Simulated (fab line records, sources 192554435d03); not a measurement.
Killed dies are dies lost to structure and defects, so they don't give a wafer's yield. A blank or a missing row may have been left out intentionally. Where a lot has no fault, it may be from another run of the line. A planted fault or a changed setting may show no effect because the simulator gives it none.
The same fault as seen by 3 desks + flow n5Finfet + numbers are kept per desk, each desk with only its own; the story behind them comes last

## METROLOGY DESK
Lot by lot, what the gauges showed, no matter which tool ran the lot: averages of those sampled wafers that carry a number. Any lot whose mean is over 4 standard deviations away from the usual mean is out of limits and marked OUT; that distance is given in the brackets. Only the readings that lie furthest out on some lot appear, 7 of the 11 it has.
Columns: A = DIBL_N at N5_BEOL_M4_RC_MEAS_101, usual 36.3 mV/V; B = DIBL_P at N5_BEOL_M4_RC_MEAS_101, usual 36.7 mV/V; C = IOFF_P at N5_BEOL_M4_RC_MEAS_101, usual 0.214 nA/um; D = SS_N at N5_BEOL_M4_RC_MEAS_101, usual 71.6 mV/dec; E = SS_P at N5_BEOL_M4_RC_MEAS_101, usual 73.3 mV/dec; F = VT_N at N5_BEOL_M4_RC_MEAS_101, usual 249.4 mV; G = VT_P at N5_BEOL_M4_RC_MEAS_101, usual -250.0 mV
| lot  | first seen here | A    | B    | C     | D    | E    | F     | G      |
|------|-----------------|------|------|-------|------|------|-------|--------|
| L428 | day 6 15:44     | 36.7 | 35.1 | 0.213 | 71.7 | 73.0 | 250.3 | -249.3 |
| L429 | day 6 22:32     | 34.9 | 36.1 | 0.183 | 71.4 | 72.9 | 250.5 | -254.1 |
| L434 | day 8 08:56     | 35.5 | 36.5 | 0.214 | 71.5 | 73.1 | 250.5 | -248.8 |
| L435 | day 8 23:56     | 35.9 | 37.5 | 0.214 | 71.8 | 73.5 | 248.4 | -249.9 |
| L438 | day 9 05:17     | 37.4 | 38.1 | 0.250 | 72.1 | 74.2 | 249.4 | -246.7 |
| L440 | day 9 16:56     | 38.0 | 39.3 | 0.215 | 71.9 | 73.2 | 247.3 | -251.6 |
| L442 | day 10 02:46    | 35.8 | 36.5 | 0.212 | 71.4 | 73.3 | 252.1 | -247.1 |
| L444 | day 10 20:57    | 35.6 | 36.6 | 0.208 | 72.2 | 73.4 | 248.4 | -251.7 |
| L447 | day 11 10:21    | 38.2 | 37.0 | 0.227 | 71.3 | 73.4 | 247.1 | -247.9 |
| L448 | day 11 13:14    | 36.8 | 37.8 | 0.240 | 71.5 | 73.6 | 246.4 | -248.6 |
This desk's verdict: no lot among the 10 shows anything out of limits.

## THE DEFECT DESK
Inspection counts along the route, by lot: the mean over sampled wafers that carry a number. Any lot whose mean is over 4 standard deviations away from the usual mean is out of limits and marked OUT; that distance is given in the brackets.
Columns: A = rawDefectCount at N5_BEOL_M0_INSPECT_127, usual 68
| lot  | first seen here | A   |
|------|-----------------|-----|
| L428 | day 6 13:07     | 91  |
| L429 | day 6 19:59     | 66  |
| L434 | day 8 07:43     | 72  |
| L435 | day 8 23:16     | 102 |
| L438 | day 9 04:41     | 44  |
| L440 | day 9 16:13     | 48  |
| L442 | day 10 01:21    | 92  |
| L444 | day 10 19:14    | 78  |
| L447 | day 11 08:14    | 37  |
| L448 | day 11 11:19    | 75  |
This desk's verdict: no lot among the 10 shows anything out of limits.

## TOOL OWNER'S DESK, rieDiel-06
The tool's own readings at N5_BEOL_M1_ETCH_63 (etches SiARC in CF4, target depth 15.6 nm, time 26 s): means of the sampled wafers that have a number, for each lot that ran on this tool. Any lot whose mean is over 4 standard deviations away from the usual mean is out of limits and marked OUT; that distance is given in the brackets.
Columns: A = cf4FlowSccm at N5_BEOL_M1_ETCH_63, usual 100.1 sccm; B = drypumpMotorCurrentA at N5_BEOL_M1_ETCH_63, usual 5.8 A; C = etchRfOnTimeS at N5_BEOL_M1_ETCH_63, usual 26.0 s; D = oesProductAu at N5_BEOL_M1_ETCH_63, usual 0.69 a.u.; E = rfVppV at N5_BEOL_M1_ETCH_63, usual 184.0 V; F = showerheadPlenumPTorr at N5_BEOL_M1_ETCH_63, usual 2.15 Torr; G = throttleValvePct at N5_BEOL_M1_ETCH_63, usual 15.59 %
| lot  | first seen here | A     | B   | C               | D    | E     | F    | G     |
|------|-----------------|-------|-----|-----------------|------|-------|------|-------|
| L428 | day 6 15:54     | 99.8  | 5.6 | 26.1            | 0.68 | 184.0 | 2.10 | 15.46 |
| L434 | day 8 09:07     | 99.8  | 6.2 | 26.1            | 0.67 | 183.9 | 2.09 | 15.64 |
| L435 | day 9 00:06     | 100.7 | 6.1 | 22.8 (-7.4) OUT | 0.75 | 182.7 | 2.16 | 15.51 |
| L438 | day 9 05:56     | 100.3 | 6.5 | 22.8 (-7.4) OUT | 0.74 | 183.1 | 2.11 | 15.67 |
| L440 | day 9 17:07     | 100.0 | 6.0 | 23.2 (-6.2) OUT | 0.70 | 182.9 | 2.09 | 15.70 |
This desk finds L435, L438, L440 out of limits, L435 being first, at day 9 00:06 (etchRfOnTimeS at N5_BEOL_M1_ETCH_63). L428, L434 stayed within limits.

## ALL TOGETHER
The tool owner's desk could have raised an alarm at day 9 00:06, on L435, L438, L440.
The metrology desk saw nothing out of limits.
Nothing the defect desk looked at was out of limits.
The metrology desk holds a record of L435, L438, L440, inside its limits.
The defect desk has L435, L438, L440 on record, within its limits.
All the named lots went through N5_BEOL_M1_ETCH_63 on rieDiel-06.

## WHAT THE SIMULATOR HAD PUT IN
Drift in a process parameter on rieDiel-06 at N5_BEOL_M1_ETCH_63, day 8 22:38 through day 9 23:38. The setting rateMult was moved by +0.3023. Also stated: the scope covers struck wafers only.
Shown lots that were struck: L435, L438, L440.
Delay in hours, fault start to first out-of-limits reading, by desk: the tool owner's desk at 1.
